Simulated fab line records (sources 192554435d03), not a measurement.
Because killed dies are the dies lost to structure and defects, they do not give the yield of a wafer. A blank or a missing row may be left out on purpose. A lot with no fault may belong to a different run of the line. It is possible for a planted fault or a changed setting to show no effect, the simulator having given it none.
Which tool is to blame? | flow n5 finfet | Sampling: 24 lots, 72 wafers, 6 of 1938 route steps

WHAT EACH GAUGE READ, for each wafer
N5_BEOL_M1_OVL_MEAS_29.
lot  | measured     | on         | V0_OVL (nm)
L074 | day 6 04:01  | overlay-01 | -0.2 -0.5 0.7
L075 | day 6 16:37  | overlay-02 | 1.4 1.1 1.2
L076 | day 6 23:27  | overlay-02 | -0.2 0.3 -0.3
L077 | day 6 23:31  | overlay-02 | 1.1 -0.1 0.4
L078 | day 7 00:05  | overlay-02 | 0.5 0.5 0.2
L079 | day 7 10:11  | overlay-02 | 1.2 0.2 0.3
L080 | day 7 22:34  | overlay-02 | 0.5 0.8 0.0
L081 | day 7 22:49  | overlay-02 | -0.2 0.0 0.5
L082 | day 8 05:40  | overlay-02 | 0.2 0.7 1.9
L083 | day 8 05:56  | overlay-02 | -0.7 -1.8 0.6
L084 | day 8 22:04  | overlay-02 | 1.1 0.5 1.0
L085 | day 9 03:31  | overlay-01 | 0.9 0.5 0.9
L086 | day 9 06:28  | overlay-01 | -0.6 0.6 -0.3
L088 | day 9 14:57  | overlay-01 | 0.6 -0.5 0.4
L087 | day 9 16:31  | overlay-01 | -0.2 -0.5 -0.7
L089 | day 10 03:04 | overlay-01 | 2.0 0.9 0.6
L090 | day 10 03:36 | overlay-01 | 0.9 0.5 1.0
L092 | day 10 10:40 | overlay-01 | 0.1 0.5 0.2
L091 | day 10 10:46 | overlay-01 | -0.1 -0.1 0.3
L093 | day 10 22:30 | overlay-02 | 1.6 1.7 1.4
L094 | day 11 01:26 | overlay-01 | -0.4 -0.8 -0.6
L095 | day 11 08:38 | overlay-02 | 0.3 0.2 -0.9
L096 | day 11 18:25 | overlay-02 | 1.4 0.1 0.4
L097 | day 11 23:51 | overlay-02 | 0.4 0.1 0.5

N5_BEOL_M1_INSPECT_59: inspects for defects (darkfield).
lot  | measured     | on                | raw defect count
L074 | day 6 12:01  | defect inspect-02 | 71 91 63
L075 | day 6 22:11  | defect inspect-02 | 81 69 56
L076 | day 7 11:04  | defect inspect-01 | 36 67 72
L077 | day 7 13:57  | defect inspect-02 | 83 99 63
L078 | day 7 15:50  | defect inspect-01 | 75 53 49
L079 | day 7 20:41  | defect inspect-01 | 84 51 26
L080 | day 8 05:02  | defect inspect-01 | 28 32 30
L081 | day 8 04:26  | defect inspect-02 | 34 63 50
L082 | day 8 14:30  | defect inspect-01 | 58 99 65
L083 | day 8 18:30  | defect inspect-01 | 44 40 69
L084 | day 9 03:07  | defect inspect-02 | 79 67 84
L085 | day 9 13:37  | defect inspect-01 | 56 57 79
L086 | day 9 13:34  | defect inspect-01 | 28 61 44
L088 | day 9 23:33  | defect inspect-02 | 68 75 48
L087 | day 10 10:52 | defect inspect-01 | 66 53 100
L089 | day 10 13:55 | defect inspect-01 | 66 39 74
L090 | day 10 14:19 | defect inspect-01 | 48 59 79
L092 | day 10 16:35 | defect inspect-02 | 74 88 120
L091 | day 10 18:38 | defect inspect-02 | 88 72 38
L093 | day 11 04:56 | defect inspect-02 | 69 88 104
L094 | day 11 07:32 | defect inspect-02 | 65 64 59
L095 | day 11 17:52 | defect inspect-02 | 67 58 50
L096 | day 12 04:52 | defect inspect-02 | 79 80 84
L097 | day 12 06:26 | defect inspect-02 | 71 93 50

EACH LOT AND THE TOOL THAT RAN IT (in order: tool; ch and the chambers of the sampled wafers; start)
lot  | N5_BEOL_M1_DESCUM_33               | N5_BEOL_M1_SPUTTER_48        | N5_BEOL_M1_CO_CAP_55             | N5_BEOL_M1_DEP_57
L074 | rie diel-03 ch 0,1,3, day 6 04:07  | pvd sputter-01, day 6 09:04  | cvd co-02 ch 0,2, day 6 11:46    | pecvd-03 ch 0,1,2, day 6 11:55
L075 | rie diel-04 ch 1,3, day 6 16:43    | pvd sputter-01, day 6 19:21  | cvd co-02 ch 0,1, day 6 21:59    | pecvd-01 ch 0,1,2, day 6 22:05
L076 | rie diel-03 ch 1,2,3, day 6 23:32  | pvd sputter-01, day 7 08:11  | cvd co-02 ch 0,2, day 7 10:52    | pecvd-01 ch 0,1,2, day 7 10:59
L077 | rie diel-02 ch 0,3, day 6 23:37    | pvd sputter-02, day 7 11:07  | cvd co-01 ch 1,2, day 7 13:44    | pecvd-03 ch 0,2, day 7 13:51
L078 | rie diel-04 ch 0,3, day 7 00:10    | pvd sputter-02, day 7 12:59  | cvd co-02 ch 1,2, day 7 15:37    | pecvd-01 ch 1,2, day 7 15:44
L079 | rie diel-03 ch 0,1, day 7 10:17    | pvd sputter-01, day 7 17:49  | cvd co-01 ch 1,2, day 7 20:29    | pecvd-04 ch 0,2, day 7 20:36
L080 | rie diel-04 ch 2,3, day 7 22:40    | pvd sputter-01, day 8 01:52  | cvd co-01 ch 0,1, day 8 04:50    | pecvd-04 ch 0,2, day 8 04:56
L081 | rie diel-04 ch 1,2,3, day 7 22:55  | pvd sputter-02, day 8 01:28  | cvd co-01 ch 0,1, day 8 04:13    | pecvd-01 ch 1,2, day 8 04:20
L082 | rie diel-03 ch 2,3, day 8 05:46    | pvd sputter-02, day 8 11:40  | cvd co-01 ch 0,1, day 8 14:17    | pecvd-03 ch 0,1, day 8 14:24
L083 | rie diel-04 ch 0,1, day 8 06:01    | pvd sputter-01, day 8 15:40  | cvd co-01 ch 0,2, day 8 18:17    | pecvd-04 ch 0,1, day 8 18:25
L084 | rie diel-04 ch 1,2, day 8 22:10    | pvd sputter-02, day 9 00:17  | cvd co-01 ch 1,2, day 9 02:54    | pecvd-04 ch 0,1,2, day 9 03:01
L085 | rie diel-04 ch 1,2,3, day 9 03:35  | pvd sputter-03, day 9 10:46  | cvd co-02 ch 0,2, day 9 13:23    | pecvd-03 ch 0,1, day 9 13:31
L086 | rie diel-03 ch 0,1,2, day 9 06:34  | pvd sputter-02, day 9 10:44  | cvd co-01 ch 1,2, day 9 13:22    | pecvd-04 ch 0,2, day 9 13:29
L088 | rie diel-02 ch 0,2,3, day 9 15:02  | pvd sputter-01, day 9 20:23  | cvd co-01 ch 0,1,2, day 9 23:20  | pecvd-04 ch 0,1,2, day 9 23:28
L087 | rie diel-03 ch 0,1,2, day 9 16:35  | pvd sputter-02, day 10 08:01 | cvd co-01 ch 0,2, day 10 10:39   | pecvd-04 ch 0,1,2, day 10 10:46
L089 | rie diel-03 ch 1,2,3, day 10 03:10 | pvd sputter-01, day 10 11:05 | cvd co-02 ch 0,1,2, day 10 13:43 | pecvd-01 ch 0,1,2, day 10 13:50
L090 | rie diel-02 ch 0,1,3, day 10 03:42 | pvd sputter-03, day 10 11:17 | cvd co-01 ch 1,2, day 10 14:05   | pecvd-03 ch 0,1, day 10 14:13
L092 | rie diel-03 ch 1,3, day 10 10:45   | pvd sputter-03, day 10 13:45 | cvd co-02 ch 0,2, day 10 16:23   | pecvd-01 ch 1,2, day 10 16:29
L091 | rie diel-02 ch 0,1, day 10 10:52   | pvd sputter-02, day 10 15:47 | cvd co-02 ch 0,1,2, day 10 18:25 | pecvd-01 ch 1,2, day 10 18:32
L093 | rie diel-02 ch 2,3, day 10 22:35   | pvd sputter-01, day 11 01:47 | cvd co-02 ch 0,1, day 11 04:43   | pecvd-03 ch 1,2, day 11 04:50
L094 | rie diel-02 ch 0,1,2, day 11 01:31 | pvd sputter-01, day 11 04:42 | cvd co-02 ch 0,1,2, day 11 07:19 | pecvd-04 ch 0,1, day 11 07:26
L095 | rie diel-04 ch 1,2,3, day 11 08:44 | pvd sputter-03, day 11 14:49 | cvd co-01 ch 0,1,2, day 11 17:39 | pecvd-04 ch 1,2, day 11 17:46
L096 | rie diel-03 ch 1,2, day 11 18:29   | pvd sputter-02, day 12 01:44 | cvd co-01 ch 0,1,2, day 12 04:40 | pecvd-01 ch 0,1,2, day 12 04:47
L097 | rie diel-02 ch 0,1,3, day 11 23:56 | pvd sputter-01, day 12 03:36 | cvd co-02 ch 0,1,2, day 12 06:14 | pecvd-03 ch 0,1,2, day 12 06:20
- N5_BEOL_M1_DESCUM_33: chemistry O2, time 7 s.
- N5_BEOL_M1_SPUTTER_48: material Cu, target thk 4.5 nm, time 8.29 s.
- N5_BEOL_M1_CO_CAP_55: material Co, precursor CCTBA/H2, target thk 2 nm, time 102.1 s.
- N5_BEOL_M1_DEP_57: deposits SiCN from 3MS/NH3, target thk 8 nm, time 14 s.

AS READ BY THE TOOLS THEMSELVES (means over the sampled wafers that have a number; for cases with no such wafer, the mark the record gives instead)
N5_BEOL_M1_DESCUM_33.
lot  | tool        | drypump motor current A (A) | oes product au (a.u.) | rf vpp V (V) | showerhead plenum p Torr (Torr) | throttle valve pct (%)
L074 | rie diel-03 | 5.9                         | 0.72                  | 241.6        | 2.03                            | 20.57
L075 | rie diel-04 | 6.0                         | 0.73                  | 244.8        | 2.18                            | 20.44
L076 | rie diel-03 | 5.7                         | 0.73                  | 243.3        | 2.06                            | 20.51
L077 | rie diel-02 | 5.6                         | 0.77                  | 244.6        | 2.20                            | 20.46
L078 | rie diel-04 | 6.2                         | 0.73                  | 242.1        | 2.04                            | 20.54
L079 | rie diel-03 | 6.1                         | 0.71                  | 241.6        | 2.01                            | 20.52
L080 | rie diel-04 | 5.6                         | 0.74                  | 243.6        | 2.12                            | 20.41
L081 | rie diel-04 | 5.8                         | 0.73                  | 244.0        | 2.15                            | 20.43
L082 | rie diel-03 | 5.3                         | 0.72                  | 241.7        | 2.03                            | 20.49
L083 | rie diel-04 | 6.1                         | 0.72                  | 244.3        | 2.10                            | 20.46
L084 | rie diel-04 | 5.6                         | 0.74                  | 244.8        | 2.12                            | 20.39
L085 | rie diel-04 | 5.8                         | 0.72                  | 243.7        | 2.15                            | 20.44
L086 | rie diel-03 | 5.9                         | 0.70                  | 243.1        | 2.05                            | 20.47
L088 | rie diel-02 | 5.9                         | 0.84                  | 243.7        | 2.15                            | 20.35
L087 | rie diel-03 | 5.9                         | 0.70                  | 242.5        | 2.04                            | 20.48
L089 | rie diel-03 | 5.7                         | 0.71                  | 242.4        | 2.05                            | 20.54
L090 | rie diel-02 | 6.0                         | 0.82                  | 244.3        | 2.12                            | 20.36
L092 | rie diel-03 | 5.7                         | 0.72                  | 242.2        | 2.03                            | 20.68
L091 | rie diel-02 | 5.4                         | 0.77                  | 244.4        | 2.13                            | 20.34
L093 | rie diel-02 | 6.3                         | 0.79                  | 242.8        | 2.10                            | 20.33
L094 | rie diel-02 | 5.8                         | 0.74                  | 242.5        | 2.09                            | 20.31
L095 | rie diel-04 | 5.8                         | 0.71                  | 244.6        | 2.14                            | 20.47
L096 | rie diel-03 | 5.7                         | 0.70                  | 242.9        | 2.08                            | 20.43
L097 | rie diel-02 | 6.0                         | 0.80                  | 242.9        | 2.12                            | 20.39

N5_BEOL_M1_SPUTTER_48.
lot  | tool           | throttle valve pct (%)
L074 | pvd sputter-01 | 29.1
L075 | pvd sputter-01 | 29.6
L076 | pvd sputter-01 | 29.1
L077 | pvd sputter-02 | 31.0
L078 | pvd sputter-02 | 30.9
L079 | pvd sputter-01 | 30.2
L080 | pvd sputter-01 | 29.5
L081 | pvd sputter-02 | 30.9
L082 | pvd sputter-02 | 30.9
L083 | pvd sputter-01 | 30.4
L084 | pvd sputter-02 | 30.9
L085 | pvd sputter-03 | 29.2
L086 | pvd sputter-02 | 30.8
L088 | pvd sputter-01 | 29.2
L087 | pvd sputter-02 | 30.9
L089 | pvd sputter-01 | 29.9
L090 | pvd sputter-03 | 29.3
L092 | pvd sputter-03 | 29.4
L091 | pvd sputter-02 | 30.9
L093 | pvd sputter-01 | 29.1
L094 | pvd sputter-01 | 30.1
L095 | pvd sputter-03 | 29.1
L096 | pvd sputter-02 | 30.9
L097 | pvd sputter-01 | 29.9

N5_BEOL_M1_CO_CAP_55.
lot  | tool      | heater power w (W)
L074 | cvd co-02 | 235
L075 | cvd co-02 | 220
L076 | cvd co-02 | 226
L077 | cvd co-01 | 247
L078 | cvd co-02 | 235
L079 | cvd co-01 | 247
L080 | cvd co-01 | 223
L081 | cvd co-01 | 228
L082 | cvd co-01 | 222
L083 | cvd co-01 | 222
L084 | cvd co-01 | 247
L085 | cvd co-02 | 237
L086 | cvd co-01 | 251
L088 | cvd co-01 | 235
L087 | cvd co-01 | 225
L089 | cvd co-02 | 229
L090 | cvd co-01 | 246
L092 | cvd co-02 | 230
L091 | cvd co-02 | 228
L093 | cvd co-02 | 225
L094 | cvd co-02 | 227
L095 | cvd co-01 | 239
L096 | cvd co-01 | 232
L097 | cvd co-02 | 227

N5_BEOL_M1_DEP_57.
lot  | tool     | showerhead plenum p Torr (Torr) | throttle valve pct (%)
L074 | pecvd-03 | 3.685                           | 9.2
L075 | pecvd-01 | 3.670                           | 8.9
L076 | pecvd-01 | 3.658                           | 8.9
L077 | pecvd-03 | 3.670                           | 9.1
L078 | pecvd-01 | 3.660                           | 8.5
L079 | pecvd-04 | 3.656                           | 8.7
L080 | pecvd-04 | 3.658                           | 9.0
L081 | pecvd-01 | 3.673                           | 8.9
L082 | pecvd-03 | 3.693                           | 9.5
L083 | pecvd-04 | 3.681                           | 9.0
L084 | pecvd-04 | 3.668                           | 8.9
L085 | pecvd-03 | 3.691                           | 9.5
L086 | pecvd-04 | 3.662                           | 8.7
L088 | pecvd-04 | 3.664                           | 8.9
L087 | pecvd-04 | 3.661                           | 9.0
L089 | pecvd-01 | 3.663                           | 9.1
L090 | pecvd-03 | 3.693                           | 9.4
L092 | pecvd-01 | 3.675                           | 8.7
L091 | pecvd-01 | 3.669                           | 8.5
L093 | pecvd-03 | 3.677                           | 9.3
L094 | pecvd-04 | 3.673                           | 9.0
L095 | pecvd-04 | 3.673                           | 9.0
L096 | pecvd-01 | 3.667                           | 9.0
L097 | pecvd-03 | 3.682                           | 9.2

THE ANSWER, worked out from the rows above alone
Rule: what is usual is taken from the lots themselves. The widest of any qualifying gaps counts: lots, ordered by their means at a reading, are off when they make up no more than a third of the lots, leave a main group of 4 or more, and stand apart from it by 3 or more times the standard deviation of that group's means. A main group whose means are all the same, to the digits that the tables above print for the reading, isn't used. A lot without any number at a reading at which 4 lots or more have one is off too. Any other lot the step has rows for is counted as sound. After the gauges, taken in route order, come the tools' own readings; for these a lot's mean is taken, as printed above. The first step at which some lot is off is used, and at that step the reading that is off furthest; a lot without a number counts as furthest.
No lot is off at any reading shown: from this, nothing can be told.

WHAT WAS PUT IN BY THE SIMULATOR
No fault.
